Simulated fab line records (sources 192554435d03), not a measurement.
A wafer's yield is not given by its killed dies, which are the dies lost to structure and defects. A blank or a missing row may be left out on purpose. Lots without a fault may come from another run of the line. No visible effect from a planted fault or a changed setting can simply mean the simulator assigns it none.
fab line records ; flow n5-finfet ; part 2 of 2: steps 20 to 28 of 28
[record] lots = 5; wafers = 15; last-day = 18
route steps=1938 shown ILD0@345 SDB@347
lots untouched by any fault: they come from a run of this same line in which no faults occurred
start-h: hours from the record's first day to the start of the lot's first wafer shown ; wait-h: hours elapsed since this lot's preceding step ; " the same as in the row above ; L1.1+2: a row that stands for several wafers ; - value missing, or start not given ; * or withheld: withheld ; < > ~ a bound
route shown NAME@n: a module of which the file shows steps, and the number in the route of the first ; usual: mean and standard deviation over wafers with no fault ; same: alike in all rows ; chamber/n: place in a boat ; sites: each site's reading ; _std_site: the values' standard deviation ; _edge_site: inner sites' mean taken away from outer sites' mean ; radius-mm: how far each site lies from the wafer's centre ; mask NAME#n: copy n ; behind: the last tool/chamber to shape the wafer ; hold: reason for holding the lot/hours on hold/outcome of the hold ; device: which transistor (n, p or np) failed to switch ; end of line: the tests these same wafers got at the end of their route ; where a step has no rows: the recipe by itself ; killed: dies that structure and defects cost at the first sort, which is not the same as the wafer's yield ; map: the dies of a wafer, with x for killed, . for not killed, _ for no die there
set.NAME: the setting the step ran with; set.NAME@STEP: the setting that earlier step ran with ; model.NAME: the simulator's own value behind a step, which no gauge read
lots at some steps of the route; a table a step, a row a wafer
services: from which hour (start-h, from the record's first day; less than 0 if before it) a tool's chamber was out of use, for how many hours, and why
[[steps]]
[step N5_SDB_HM_OPEN_20]
[recipe] chemistry = CH3F/O2; target = SiNx; mask-material = SOC; target-depth-a = 240; stop-on = poly-Si; over-etch-frac = 0.4; ion-energy-ev = 120; pressure-mtorr = 30; source-w = 395; bias-w = 73; Ar_flow_sccm = 150; CH3F_flow_sccm = 30; O2_flow_sccm = 20
[usual] drypump-motor-current-A = 5.7/0.4; oes_f_703_au = 0.80/0.11; oes-product-au = 0.66/0.084; rf-vpp-V = 302/5; showerhead-plenum-p-Torr = 2.00/0.091; throttle-valve-pct = 16.34/0.22
[same] over-etch-frac = 0.4
lot.wafer;tool;chamber;start-h;wait-h;drypump-motor-current-A;oes_f_703_au;oes-product-au;rf-hours-counter-h;rf-vpp-V;showerhead-plenum-p-Torr;throttle-valve-pct
L079.3;rie-diel-03;1;98.67;0.0;5.5;0.94;0.76;19;306;2.13;16.26
L079.5;rie-diel-03;0;98.67;0.0;5.7;0.70;0.59;-;299;1.88;16.28
L079.6;rie-diel-03;3;98.67;0.0;6.4;0.73;0.61;-;308;1.99;16.13
L080.2;rie-diel-01;1;104.27;0.0;5.8;0.96;0.75;28;294;1.97;16.09
L080.5;rie-diel-01;2;104.27;0.0;5.1;0.68;0.56;-;308;1.96;16.41
L080.6;rie-diel-01;3;104.27;0.0;6.5;0.99;0.80;-;306;2.15;16.50
L088.3;rie-diel-05;0;147.63;0.0;5.5;0.79;0.65;107;291;1.85;16.62
L088.4;rie-diel-05;3;147.63;0.0;5.5;0.72;0.58;-;302;2.06;16.64
L088.6;rie-diel-05;2;147.63;0.0;5.6;0.85;0.73;-;303;2.11;16.14
L089.3;rie-diel-03;1;154.57;0.0;5.4;0.90;0.74;40;308;2.12;16.31
L089.5;rie-diel-03;2;154.57;0.0;5.6;0.67;0.58;-;302;1.90;16.61
L089.6;rie-diel-03;1;154.57;0.0;5.4;0.90;0.73;-;306;2.12;16.31
L096.2;rie-diel-05;0;203.19;0.0;5.5;0.77;0.64;122;292;1.84;16.64
L096.5;rie-diel-05;2;203.19;0.0;5.7;0.81;0.70;-;303;2.10;16.16
L096.6;rie-diel-05;1;203.19;0.0;5.6;0.90;0.75;-;293;1.97;16.20
[step N5_SDB_STRIP_22]
[recipe] chemistry = N2/H2; power-w = 1000; temp-c = 250; h2-frac = 0.65; overash-fraction = 0.3; pressure-mtorr = withheld; n2-flow-sccm = 1750; h2-flow-sccm = 3250
[usual] drypump-motor-current-A = 6.09/0.13; h2-flow-sccm = 3249/9.6; heater-power-w = 319/34; oes-product-au = 0.715/0.0047; strip-time-to-endpoint-s = 96.2/0.4
lot.wafer;tool;chamber;start-h;wait-h;drypump-motor-current-A;h2-flow-sccm;heater-power-w;oes-product-au;rf-hours-counter-h;strip-time-to-endpoint-s
L079.3;plasma-asher-02;1;98.80;0.1;6.14;3217;348;0.721;-;95.7
L079.5;plasma-asher-02;0;98.80;0.1;6.03;3243;290;0.719;-;96.4
L079.6;plasma-asher-02;1;98.80;0.1;6.13;3237;344;0.715;-;95.8
L080.2;plasma-asher-02;1;104.35;0.1;6.13;3243;345;0.716;94;96.3
L080.5;plasma-asher-02;1;104.35;0.1;6.14;3257;349;0.721;-;96.3
L080.6;plasma-asher-02;0;104.35;0.1;6.00;3249;284;0.711;-;96.2
L088.3;plasma-asher-02;0;147.75;0.1;5.98;3247;289;0.718;-;96.4
L088.4;plasma-asher-02;1;147.75;0.1;6.16;3258;343;0.724;-;95.9
L088.6;plasma-asher-02;1;147.75;0.1;6.15;3249;337;0.708;-;96.3
L089.3;plasma-asher-01;0;154.74;0.1;6.23;3252;274;0.715;-;96.0
L089.5;plasma-asher-01;1;154.74;0.1;5.93;3243;361;0.712;-;96.6
L089.6;plasma-asher-01;0;154.74;0.1;6.23;3231;290;0.708;-;95.7
L096.2;plasma-asher-01;0;203.28;0.1;6.28;3254;285;0.716;64;96.0
L096.5;plasma-asher-01;0;203.28;0.1;6.28;3252;286;0.719;-;96.0
L096.6;plasma-asher-01;1;203.28;0.1;5.94;3244;365;0.715;-;96.1
[step N5_SDB_PRECLEAN_23]
[recipe] chemistry = dHF; time-s = 30; temp-c = 25; dilution = withheld
lot.wafer;tool;chamber;start-h;wait-h
L079.3+5+6;wet-bench-03;4,5,7;98.91;0.1
L080.2+5+6;wet-bench-01;7,4,0;104.49;0.1
L088.3+4+6;wet-bench-01;3,6,7;147.85;0.1
L089.3+5+6;wet-bench-02;1,5,4;154.85;0.1
L096.2+5+6;wet-bench-01;1,5,6;203.43;0.1
[step N5_SDB_DUMMY_REMOVE_24]
[recipe] chemistry = TMAH; temp-c = 70; target = poly-Si; stop-on = SiO2; target-depth-nm = 142; conc-wt-pct = 5; time-s = 57; dry = ipa-marangoni; rinse-time-s = 30; rinse-temp-c = 23
lot.wafer;tool;chamber;start-h;wait-h
L079.3+5+6;wet-bench-03;4,5,7;98.92;0.0
L080.2+5+6;wet-bench-01;7,4,0;104.50;0.0
L088.3+4+6;wet-bench-01;3,6,7;147.87;0.0
L089.3+5+6;wet-bench-02;1,5,4;154.86;0.0
L096.2+5+6;wet-bench-01;1,5,6;203.44;0.0
[step N5_SDB_ETCH_25]
[recipe] chemistry = C4F6/O2; target = SiO2; target-depth-a = 100; time-s = 3.3; ion-energy-ev = 250; mask-material = SiNx; pressure-mtorr = 30; source-w = 345; bias-w = 185; Ar_flow_sccm = 300; C4F6_flow_sccm = 10; O2_flow_sccm = 10
[usual] drypump-motor-current-A = 5.7/0.41; oes_f_703_au = 0.82/0.11; oes-product-au = 0.83/0.11; rf-vpp-V = 676/12; showerhead-plenum-p-Torr = 2.85/0.13; throttle-valve-pct = 21.18/0.24
lot.wafer;tool;chamber;start-h;wait-h;drypump-motor-current-A;oes_f_703_au;oes-product-au;rf-hours-counter-h;rf-vpp-V;showerhead-plenum-p-Torr;throttle-valve-pct
L079.3;rie-diel-01;0;98.98;0.0;5.6;0.66;0.67;249;671;2.80;21.45
L079.5;rie-diel-01;0;98.98;0.0;5.6;0.66;0.67;-;672;2.80;21.44
L079.6;rie-diel-01;1;98.98;0.0;5.9;0.97;0.94;-;660;2.80;20.99
L080.2;rie-diel-01;2;104.75;0.2;5.1;0.68;0.69;250;688;2.78;21.11
L080.5;rie-diel-01;3;104.75;0.2;6.6;0.99;0.98;-;684;3.06;21.48
L080.6;rie-diel-01;1;104.75;0.2;5.9;0.96;0.94;-;660;2.80;20.98
L088.3;rie-diel-01;0;147.93;0.0;5.7;0.89;0.92;11;672;2.80;21.12
L088.4;rie-diel-01;2;147.93;0.0;5.1;0.96;0.98;3;690;2.78;20.77
L088.6;rie-diel-01;2;147.93;0.0;5.1;0.96;0.99;-;690;2.78;20.77
L089.3;rie-diel-05;3;155.35;0.5;5.5;0.72;0.69;231;676;2.93;21.41
L089.5;rie-diel-05;2;155.35;0.5;5.7;0.85;0.86;-;682;2.99;20.95
L089.6;rie-diel-05;3;155.35;0.5;5.5;0.72;0.70;-;677;2.93;21.44
L096.2;rie-diel-01;3;203.50;0.0;6.5;0.89;0.89;40;684;3.04;21.53
L096.5;rie-diel-01;0;203.50;0.0;5.6;0.83;0.88;-;670;2.79;21.15
L096.6;rie-diel-01;3;203.50;0.0;6.4;0.90;0.88;-;683;3.04;21.53
[step N5_SDB_CUT_ETCH_26]
[recipe] chemistry = HBr/Cl2/O2; target = Si; target-depth-a = 1296; bt-time-s = 20; mask-material = SiNx; time-s = 51.8; ion-energy-ev = *; bias-w = *; pressure-mtorr = 10; icp-w = 800; HBr_flow_sccm = 150; Cl2_flow_sccm = 80; O2_flow_sccm = 12
[usual] drypump-motor-current-A = 5.8/0.51; oes-product-au = 0.996/0.015; throttle-valve-pct = 37.2/0.35
lot.wafer;tool;chamber;start-h;wait-h;drypump-motor-current-A;oes-product-au;rf-hours-counter-h;throttle-valve-pct
L079.3;rie-si-04;0;99.07;0.1;6.4;0.976;9;36.8
L079.5;rie-si-04;3;99.07;0.1;4.9;0.989;-;37.3
L079.6;rie-si-04;0;99.07;0.1;6.4;0.972;-;36.8
L080.2;rie-si-01;1;104.83;0.1;6.3;0.982;98;36.7
L080.5;rie-si-01;0;104.83;0.1;5.9;1.006;-;37.3
L080.6;rie-si-01;3;104.83;0.1;5.8;0.978;-;36.8
L088.3;rie-si-02;2;148.01;0.1;5.8;0.980;104;37.6
L088.4;rie-si-02;1;148.01;0.1;6.4;1.014;3;37.6
L088.6;rie-si-02;1;148.01;0.1;6.4;1.023;-;37.5
L089.3;rie-si-02;2;155.44;0.1;5.8;0.971;104;37.6
L089.5;rie-si-02;1;155.44;0.1;6.4;1.016;-;37.6
L089.6;rie-si-02;2;155.44;0.1;5.8;0.974;-;37.6
L096.2;rie-si-02;2;203.59;0.1;5.8;0.971;105;37.6
L096.5;rie-si-02;2;203.59;0.1;5.8;0.979;-;37.6
L096.6;rie-si-02;1;203.59;0.1;6.4;1.016;-;37.6
[step N5_SDB_PRECLEAN_38]
[recipe] chemistry = dHF; time-s = 10; dilution = 750:1; temp-c = 25
lot.wafer;tool;chamber;start-h;wait-h
L079.3+5+6;wet-bench-02;0,2,4;99.18;0.1
L080.2+5+6;wet-bench-01;5,1,0;104.95;0.1
L088.3+4+6;wet-bench-02;6,7,3;148.13;0.1
L089.3+5+6;wet-bench-01;6,1,2;155.55;0.1
L096.2+5+6;wet-bench-01;3,2,4;203.70;0.1
[step N5_SDB_PRECLEAN_39]
[recipe] chemistry = O3/DIW; time-s = 45; temp-c = 22; o3-ppm = 10
lot.wafer;tool;chamber;start-h;wait-h
L079.3+5+6;wet-bench-02;0,2,4;99.19;0.0
L080.2+5+6;wet-bench-01;5,1,0;104.96;0.0
L088.3+4+6;wet-bench-02;6,7,3;148.14;0.0
L089.3+5+6;wet-bench-01;6,1,2;155.56;0.0
L096.2+5+6;wet-bench-01;3,2,4;203.71;0.0
[step N5_SDB_SRD_28]
[recipe] dry = ipa-marangoni; time-s = 30; temp-c = 23; rinse-liquid = diw
lot.wafer;tool;chamber;start-h;wait-h
L079.3+5+6;wet-bench-02;0,2,4;99.20;0.0
L080.2+5+6;wet-bench-01;5,1,0;104.97;0.0
L088.3+4+6;wet-bench-02;6,7,3;148.15;0.0
L089.3+5+6;wet-bench-01;6,1,2;155.57;0.0
L096.2+5+6;wet-bench-01;3,2,4;203.72;0.0
[[services]]
tool;chamber;start-h;hours;kind
arfi-scanner-02;-;80.49;2.5;repair
plasma-asher-01;-;85.42;2.8;pm
arfi-scanner-03;-;86.62;1.3;pm
wet-bench-01;-;89.02;0.7;repair
arfi-scanner-01;-;90.78;4.9;pm
plasma-asher-01;-;95.43;3.5;repair
rie-si-01;-;102.54;0.1;repair
arfi-scanner-02;-;110.06;1.0;pm
rie-si-01;-;118.19;2.1;repair
arfi-scanner-01;-;120.66;0.8;pm
pecvd-03;-;120.84;0.8;pm
plasma-asher-01;-;128.60;21.9;repair
arfi-scanner-01;-;143.18;1.0;pm
plasma-asher-02;-;150.53;14.6;pm
wet-bench-02;-;155.61;0.8;repair
arfi-scanner-01;-;161.11;1.3;pm
rie-diel-03;2;165.53;5.8;repair
plasma-asher-02;-;169.99;1.7;repair
pecvd-04;1;177.63;6.5;repair
wet-bench-03;-;183.99;1.6;repair
rie-diel-05;0;191.10;10.4;repair
rie-diel-01;2;193.46;18.9;repair
arfi-scanner-01;-;198.38;3.1;pm
rie-si-02;-;200.34;2.8;pm
